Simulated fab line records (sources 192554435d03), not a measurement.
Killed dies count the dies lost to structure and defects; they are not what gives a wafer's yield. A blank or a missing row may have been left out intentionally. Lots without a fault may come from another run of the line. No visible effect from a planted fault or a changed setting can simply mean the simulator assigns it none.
Which tool was responsible? + flow n5Finfet + Sampling: 12 lots, 33 wafers, 2 of 1938 route steps

WHAT THE GAUGES READ, wafer by wafer
N5_BEOL_M6_RS_MEAS_57: measurement is done with a four-point probe.
| lot  | measured     | on           | M6_RS (ohm/sq)    |
|------|--------------|--------------|-------------------|
| L975 | day 9 04:50  | filmMetro-02 | 0.270 0.273 0.270 |
| L977 | day 9 07:30  | filmMetro-02 | 0.298 0.264 0.308 |
| L979 | day 9 16:50  | filmMetro-02 | 0.263 0.277       |
| L981 | day 10 11:17 | filmMetro-01 | 0.266 0.270 0.309 |
| L986 | day 11 09:00 | filmMetro-01 | 0.288 0.289 0.293 |
| L988 | day 11 17:34 | filmMetro-01 | 0.288 0.278 0.277 |
| L987 | day 11 18:26 | filmMetro-01 | 0.278 0.309 0.310 |
| L992 | day 13 11:26 | filmMetro-01 | 0.276 0.274 0.278 |
| L994 | day 13 11:47 | filmMetro-01 | 0.280 0.277 0.311 |
| L996 | day 13 18:44 | filmMetro-01 | 0.326 0.281 0.321 |
| L997 | day 14 16:56 | filmMetro-01 | 0.279 0.269       |
| L998 | day 14 22:55 | filmMetro-02 | 0.271 0.278       |

TOOL THAT RAN EACH LOT (tool first, then ch and the chambers of the sampled wafers, then the start)
| lot  | N5_BEOL_M6_SURFACE_TREAT_79 |
|------|-----------------------------|
| L975 | pvdSputter-02, day 9 03:23  |
| L977 | pvdSputter-01, day 9 06:11  |
| L979 | pvdSputter-03, day 9 15:40  |
| L981 | pvdSputter-02, day 10 10:07 |
| L986 | pvdSputter-03, day 11 07:28 |
| L988 | pvdSputter-03, day 11 16:19 |
| L987 | pvdSputter-03, day 11 16:47 |
| L992 | pvdSputter-02, day 13 09:47 |
| L994 | pvdSputter-01, day 13 10:39 |
| L996 | pvdSputter-02, day 13 17:07 |
| L997 | pvdSputter-02, day 14 15:21 |
| L998 | pvdSputter-02, day 14 20:58 |
- N5_BEOL_M6_SURFACE_TREAT_79

WHAT THE TOOLS THEMSELVES READ (means of the sampled wafers that have a number; where no wafer has one, the mark that the record gives instead)
The record holds no such reading with a usual standard deviation.

THE ANSWER, worked out from the rows above alone
Rule: the lots themselves supply what counts as usual. Put in order of their means at a reading, lots are off if they are a third of the lots or fewer, leave a main group of 4 or more, and stand apart from it by a gap of 3 or more times the standard deviation of the main group's means; of several such gaps the widest counts. A main group is skipped when, at the precision printed for the reading in the tables above, its means are all equal. Also off: a lot with no number at a reading for which 4 or more lots have one. Any other lot the step has rows for is counted as sound. The gauges are gone through in route order, then the tools' own readings, and for those a lot's mean is taken as printed above. The first step at which some lot is off is used, and at that step the reading that is off furthest; a lot without a number counts as furthest.
Nothing can be told from this: no lot is off at any reading shown.

WHAT THE SIMULATOR HAD INSERTED
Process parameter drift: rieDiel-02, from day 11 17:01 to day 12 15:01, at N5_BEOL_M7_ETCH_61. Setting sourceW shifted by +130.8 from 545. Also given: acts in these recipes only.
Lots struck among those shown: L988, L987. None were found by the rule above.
